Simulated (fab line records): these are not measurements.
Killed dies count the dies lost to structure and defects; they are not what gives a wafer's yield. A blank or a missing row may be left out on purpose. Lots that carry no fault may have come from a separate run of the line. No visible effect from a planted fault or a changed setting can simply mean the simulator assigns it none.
Which tool was responsible? ; flow nandHarc ; 20 wafers from 7 lots sampled at 3 of the route's 1302 steps

## WHAT THE GAUGES SHOWED, per wafer
NHARC_END_SORT_01.
lot;measured;on;killedAtOther
L435;day 28 06:55;prober-02;1 0
L443;day 31 17:40;prober-01;0 0 0
L448;day 34 14:29;prober-01;0 1 2

## TOOL THAT RAN EACH LOT (tool first, then ch and the chambers of the sampled wafers, then the start)
lot;NHARC_A_CHANNEL_HOLE_D2_SOFTBAKE_05;NHARC_A_CHANNEL_HOLE_D2_ETCH_34
L428;lithoTrack-04 ch 0, day 14 07:00;rieDiel-08 ch 0,2,3, no start
L430;lithoTrack-04 ch 0, day 15 09:00;rieDiel-03 ch 0,1,3, no start
L431;lithoTrack-01 ch 0, day 15 16:00;rieDiel-03 ch 2,3, no start
L435;lithoTrack-01 ch 0, day 16 23:00;rieDiel-03 ch 3, day 28 06:55 or earlier
L443;lithoTrack-04 ch 0, day 20 14:00;rieDiel-08 ch 0,2,3, day 31 17:40 or earlier
L445;lithoTrack-06 ch 0, day 21 12:00;rieDiel-01 ch 1,2,3, no start
L448;lithoTrack-01 ch 0, day 23 02:00;rieDiel-03 ch 1,2, day 23 03:22
- NHARC_A_CHANNEL_HOLE_D2_SOFTBAKE_05: time 55 s.
- NHARC_A_CHANNEL_HOLE_D2_ETCH_34: etches the open film in CF4/CHF3, target depth 154 nm, time 77 s.

## THE ANSWER, worked out from the rows above alone
Rule: what is usual is taken from the lots themselves. The widest of any qualifying gaps counts: lots, ordered by their means at a reading, are off when they make up no more than a third of the lots, leave a main group of 4 or more, and stand apart from it by 3 or more times the standard deviation of that group's means. If all means in a main group match to the digits the tables above print for the reading, that group is not used. A lot without any number at a reading at which 4 lots or more have one is off too. The other lots that the step has rows for count as sound.
Nothing can be told from this: no lot is off at any reading shown.

## WHAT HAD BEEN PUT IN BY THE SIMULATOR
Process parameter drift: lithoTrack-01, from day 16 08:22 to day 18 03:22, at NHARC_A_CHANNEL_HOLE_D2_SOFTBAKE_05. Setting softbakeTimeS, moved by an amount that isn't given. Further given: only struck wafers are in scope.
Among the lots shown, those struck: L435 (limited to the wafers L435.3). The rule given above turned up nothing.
